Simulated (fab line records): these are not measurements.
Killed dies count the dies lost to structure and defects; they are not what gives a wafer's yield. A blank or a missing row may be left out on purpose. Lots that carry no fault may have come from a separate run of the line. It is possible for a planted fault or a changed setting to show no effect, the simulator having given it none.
Split-lot study :: flow n5-finfet :: on a route of 1938 steps: 7 lots, 21 wafers read

## THE SPLIT ITSELF
At N5_DUMMY_GATE_COAT_35 (time 60 s, resist thk 10 nm), the setting spin-rpm was moved away from the recipe's 1500 rpm on 6 of the 21 wafers read, by -7.2% to +9.5%. This setting was run at the recipe's value on the other wafers.

## FROM THE SPLIT TO THE READING: what the file shows between them, 4 steps
- N5_DUMMY_GATE_COAT_28: time 60 s, resist thk 10 nm
- N5_DUMMY_GATE_COAT_09: resist thk 30 nm
- N5_DUMMY_GATE_ETCH_29: etches underlayer in N2/H2, target depth 13 nm
- N5_DUMMY_GATE_ETCH_36: etches SiARC in CF4, target depth 13 nm

## THE READING
SiARC_of_DUMMY_GATE_COAT_35.thk-nm (the simulator's own value, which no gauge read), in nm, at N5_DUMMY_GATE_ETCH_37 (etches SOC in N2/H2, target depth 60 nm, overetch 30 nm). No usual value for it is given in the file. Average 5.0 nm, standard deviation 0.05 nm, over the 15 wafers here run with the recipe.

wafer: L075.2
tool, chamber at the split: litho-track-05, 0
spin-rpm as run, rpm: 1500
against the recipe: recipe
SiARC_of_DUMMY_GATE_COAT_35.thk-nm, nm: 5
against lot-mates on the recipe: -

wafer: L075.4
tool, chamber at the split: litho-track-05, 0
spin-rpm as run, rpm: 1500
against the recipe: recipe
SiARC_of_DUMMY_GATE_COAT_35.thk-nm, nm: 5
against lot-mates on the recipe: -

wafer: L075.6
tool, chamber at the split: litho-track-05, 0
spin-rpm as run, rpm: 1500
against the recipe: recipe
SiARC_of_DUMMY_GATE_COAT_35.thk-nm, nm: 5.2
against lot-mates on the recipe: -

wafer: L077.2
tool, chamber at the split: litho-track-03, 0
spin-rpm as run, rpm: 1500
against the recipe: recipe
SiARC_of_DUMMY_GATE_COAT_35.thk-nm, nm: 5
against lot-mates on the recipe: -

wafer: L077.3
tool, chamber at the split: litho-track-03, 0
spin-rpm as run, rpm: 1500
against the recipe: recipe
SiARC_of_DUMMY_GATE_COAT_35.thk-nm, nm: 5
against lot-mates on the recipe: -

wafer: L077.6
tool, chamber at the split: litho-track-03, 0
spin-rpm as run, rpm: 1606
against the recipe: +7.1%
SiARC_of_DUMMY_GATE_COAT_35.thk-nm, nm: 4.8
against lot-mates on the recipe: -0.2

wafer: L085.3
tool, chamber at the split: litho-track-01, 0
spin-rpm as run, rpm: 1392
against the recipe: -7.2%
SiARC_of_DUMMY_GATE_COAT_35.thk-nm, nm: 5.6
against lot-mates on the recipe: +0.6

wafer: L085.4
tool, chamber at the split: litho-track-01, 0
spin-rpm as run, rpm: 1500
against the recipe: recipe
SiARC_of_DUMMY_GATE_COAT_35.thk-nm, nm: 5
against lot-mates on the recipe: -

wafer: L085.6
tool, chamber at the split: litho-track-01, 0
spin-rpm as run, rpm: 1392
against the recipe: -7.2%
SiARC_of_DUMMY_GATE_COAT_35.thk-nm, nm: 5.4
against lot-mates on the recipe: +0.4

wafer: L087.2
tool, chamber at the split: litho-track-03, 0
spin-rpm as run, rpm: 1500
against the recipe: recipe
SiARC_of_DUMMY_GATE_COAT_35.thk-nm, nm: 5
against lot-mates on the recipe: -

wafer: L087.6
tool, chamber at the split: litho-track-03, 0
spin-rpm as run, rpm: 1500
against the recipe: recipe
SiARC_of_DUMMY_GATE_COAT_35.thk-nm, nm: 5
against lot-mates on the recipe: -

wafer: L087.3
tool, chamber at the split: litho-track-03, 0
spin-rpm as run, rpm: 1643
against the recipe: +9.5%
SiARC_of_DUMMY_GATE_COAT_35.thk-nm, nm: 4.6
against lot-mates on the recipe: -0.4

wafer: L090.2
tool, chamber at the split: litho-track-01, 0
spin-rpm as run, rpm: 1640
against the recipe: +9.3%
SiARC_of_DUMMY_GATE_COAT_35.thk-nm, nm: 4.6
against lot-mates on the recipe: -0.4

wafer: L090.5
tool, chamber at the split: litho-track-01, 0
spin-rpm as run, rpm: 1500
against the recipe: recipe
SiARC_of_DUMMY_GATE_COAT_35.thk-nm, nm: 5
against lot-mates on the recipe: -

wafer: L090.6
tool, chamber at the split: litho-track-01, 0
spin-rpm as run, rpm: 1500
against the recipe: recipe
SiARC_of_DUMMY_GATE_COAT_35.thk-nm, nm: 5
against lot-mates on the recipe: -

wafer: L094.2
tool, chamber at the split: litho-track-05, 0
spin-rpm as run, rpm: 1433
against the recipe: -4.5%
SiARC_of_DUMMY_GATE_COAT_35.thk-nm, nm: 5.2
against lot-mates on the recipe: +0.2

wafer: L094.3
tool, chamber at the split: litho-track-05, 0
spin-rpm as run, rpm: 1500
against the recipe: recipe
SiARC_of_DUMMY_GATE_COAT_35.thk-nm, nm: 5
against lot-mates on the recipe: -

wafer: L094.6
tool, chamber at the split: litho-track-05, 0
spin-rpm as run, rpm: 1500
against the recipe: recipe
SiARC_of_DUMMY_GATE_COAT_35.thk-nm, nm: 5
against lot-mates on the recipe: -

wafer: L096.1
tool, chamber at the split: litho-track-05, 0
spin-rpm as run, rpm: 1500
against the recipe: recipe
SiARC_of_DUMMY_GATE_COAT_35.thk-nm, nm: 5
against lot-mates on the recipe: -

wafer: L096.2
tool, chamber at the split: litho-track-05, 0
spin-rpm as run, rpm: 1500
against the recipe: recipe
SiARC_of_DUMMY_GATE_COAT_35.thk-nm, nm: 5
against lot-mates on the recipe: -

wafer: L096.4
tool, chamber at the split: litho-track-05, 0
spin-rpm as run, rpm: 1500
against the recipe: recipe
SiARC_of_DUMMY_GATE_COAT_35.thk-nm, nm: 5
against lot-mates on the recipe: -

FIT RESULTS
A straight line over all 21 wafers: SiARC_of_DUMMY_GATE_COAT_35.thk-nm changes by -0.0492 nm for each +1% of spin-rpm; r = -0.94; the points scatter about the line by 0.075 nm.
The same after taking each lot's own level away (the mean of its wafers on the recipe; 21 wafers): -0.049 nm for each +1%; r = -0.94; scatter 0.074 nm.
The reading moves by 0.47 nm for the largest change in spin-rpm, on that fit.
The lots' own levels span 5.00 to 5.07 nm, that is 1.3 times the standard deviation above.
Consequently the slope shifts little with the lot-to-lot level, the two slopes agreeing.
Check: with one of the wafers moved furthest among these (+9.5%) left out of the fit, the line predicts -0.458 nm for it against its lot-mates. It came out at -0.4 nm against them.

## OTHER SPLITS ON THESE WAFERS
Before the reading, these wafers also passed through other splits. Each is held against what the fit with the lots' levels taken away leaves over:
other split on the same wafers: N5_FIN_SAQP_FIN_ETCH_36 icp-w
wafers away from the commonest value: 10
r with SiARC_of_DUMMY_GATE_COAT_35.thk-nm (lot level and that fit taken away): -0.35

other split on the same wafers: N5_DUMMY_GATE_HM_DEP_06 time-s
wafers away from the commonest value: 18
r with SiARC_of_DUMMY_GATE_COAT_35.thk-nm (lot level and that fit taken away): -0.05

## THE WHOLE CHAIN: every reading that the file lists as answering this split, in the file's order
step: N5_DUMMY_GATE_COAT_35
what it does: time 60 s, resist thk 10 nm
reading: SiARC_of_DUMMY_GATE_COAT_35.thk-nm (the simulator's own value, which no gauge read)
change (the file's fit): -0.0472 nm for each +1% of the setting
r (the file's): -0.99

step: N5_DUMMY_GATE_ETCH_37
what it does: etches SOC in N2/H2, target depth 60 nm, overetch 30 nm
reading: SiARC_of_DUMMY_GATE_COAT_35.thk-nm (the simulator's own value, which no gauge read)
change (the file's fit): -0.0449 nm for each +1% of the setting
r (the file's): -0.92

## FILE'S OWN FIT
SiARC_of_DUMMY_GATE_COAT_35.thk-nm changes by -0.0449 nm for each +1% of spin-rpm, r = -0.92.
